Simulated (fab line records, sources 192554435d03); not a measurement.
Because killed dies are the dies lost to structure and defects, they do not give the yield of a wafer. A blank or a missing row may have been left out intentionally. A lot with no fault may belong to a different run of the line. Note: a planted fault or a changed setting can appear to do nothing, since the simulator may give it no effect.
A struck lot beside a sound one    flow n5 finfet    22 out of 1938 route steps
Sound: wafers L350.1, L350.2, L350.6. Wafers L348.2, L348.3, L348.5 were the ones struck. The cause is named last.
Order at every step that has rows: each side's tool, ch and its chambers, its first start. Under that, the readings that differ: sound wafers    struck wafers    difference of the means    sigmas: that difference in standard deviations of wafers without a fault.
alike: readings with means less than 2 such deviations apart, plus words and numbers identical on both sides. not compared: withheld readings, readings lacking a value on some wafer, bounds such as >300 that could conceal the same value, and numbers that have no deviation in the record and whose values overlap.
A row with sigmas, a row that says differs or no value, or rows on one side alone: a step with any of these is where the two part. When numbers do not overlap yet have no deviation, they are printed without sigmas and do not part them. A reading that every wafer of one side lacks parts them only if that side has two wafers or more.

first, 8 steps without rows for these wafers: N5_BEOL_M11_DEVELOP_10 (develop time 30 s); N5_BEOL_M11_DESCUM_16 (chemistry O2, time 7.9 s); N5_BEOL_M11_ETCH_61 (etches SiARC in CF4, target depth 39 nm, time 65 s); N5_BEOL_M11_ETCH_62 (etches SOC in N2/H2, target depth 110 nm, overetch 22 nm, time 165 s); N5_BEOL_M11_STRIP_68 (strips in N2/H2); N5_BEOL_M11_STRIP_67 (strips in CF4); N5_BEOL_M11_HM_OPEN_17 (chemistry Cl2/BCl3, target TiN, target depth 20 nm, overetch 6 nm); N5_BEOL_M11_STRIP_19 (strips in O2).
N5_BEOL_M11_COAT_63: time 60 s, resist thk 100 nm.
  sound on litho track-02 ch 0, day 16 08:15; struck on litho track-01 ch 0, day 16 07:42
reading                                    sound                 struck                difference  sigmas
spin speed rpm (rpm)                       1501.8 1498.4 1500.2  1448.8 1450.4 1449.9  -50.4       -46
model.SOC_of_BEOL_M11_COAT_63.thk nm (nm)  99.8 100 99.8         102.4 102.4 101.8     +2.3        
then, 9 steps without rows for these wafers: N5_BEOL_M11_COAT_64 (time 60 s, resist thk 30 nm); N5_BEOL_M11_COAT_22 (resist thk 90 nm); N5_BEOL_M11_EBR_24; N5_BEOL_M11_SOFTBAKE_23 (time 60 s); N5_BEOL_M11_EXPOSE_25 (exposes mask V10); N5_BEOL_M11_PEB_26 (peb time 60 s); N5_BEOL_M11_DEVELOP_27 (develop time 30 s); N5_BEOL_M11_DESCUM_33 (chemistry O2, time 7.9 s); N5_BEOL_M11_ETCH_65 (etches SiARC in CF4, target depth 39 nm, time 65 s).
N5_BEOL_M11_ETCH_66: etches SOC in N2/H2, target depth 120 nm, overetch 24 nm, time 180 s.
  sound on rie diel-03 ch 0,1,3, day 16 08:48; struck on rie diel-05 ch 2,3, day 16 08:07
reading                   sound             struck             difference  sigmas
model.etch.depth nm (nm)  99.7 99.95 99.72  102.3 102.3 101.9  +2.4        
  alike: drypump motor current A, oes product au, rf fwd power W, rf vpp V, showerhead plenum p Torr, throttle valve pct
  not compared: rf hours counter h
then, 1 step without rows for these wafers: N5_BEOL_M11_STRIP_69 (strips in N2/H2).
N5_BEOL_M11_VIA_ETCH_34: etches SiCOH lowk in C4F6/O2, target depth 184.5 nm, time 69.2 s.
  sound on rie diel-03 ch 0,1,3, day 16 08:55; struck on rie diel-05 ch 2,3, day 16 08:15
reading                                    sound           struck        difference  sigmas
model.SOC_of_BEOL_M11_COAT_63.thk nm (nm)  91.6 91.8 91.8  94 94.4 93.8  +2          
  alike: O2_flow_sccm, drypump motor current A, oes_f_703_au, oes product au, rf fwd power W, rf vpp V, showerhead plenum p Torr, throttle valve pct
  not compared: rf hours counter h
then, 1 step without rows for these wafers: N5_BEOL_M11_STRIP_73 (strips in C4F6/O2).

## WHERE THEY PART
Within this record, at N5_BEOL_M11_COAT_63 only. Later steps at which nothing parts them and some readings are alike: N5_BEOL_M11_ETCH_66, N5_BEOL_M11_VIA_ETCH_34.

WHY: what the simulator had put in
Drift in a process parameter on litho track-01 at N5_BEOL_M11_COAT_63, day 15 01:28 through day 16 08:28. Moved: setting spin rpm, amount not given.
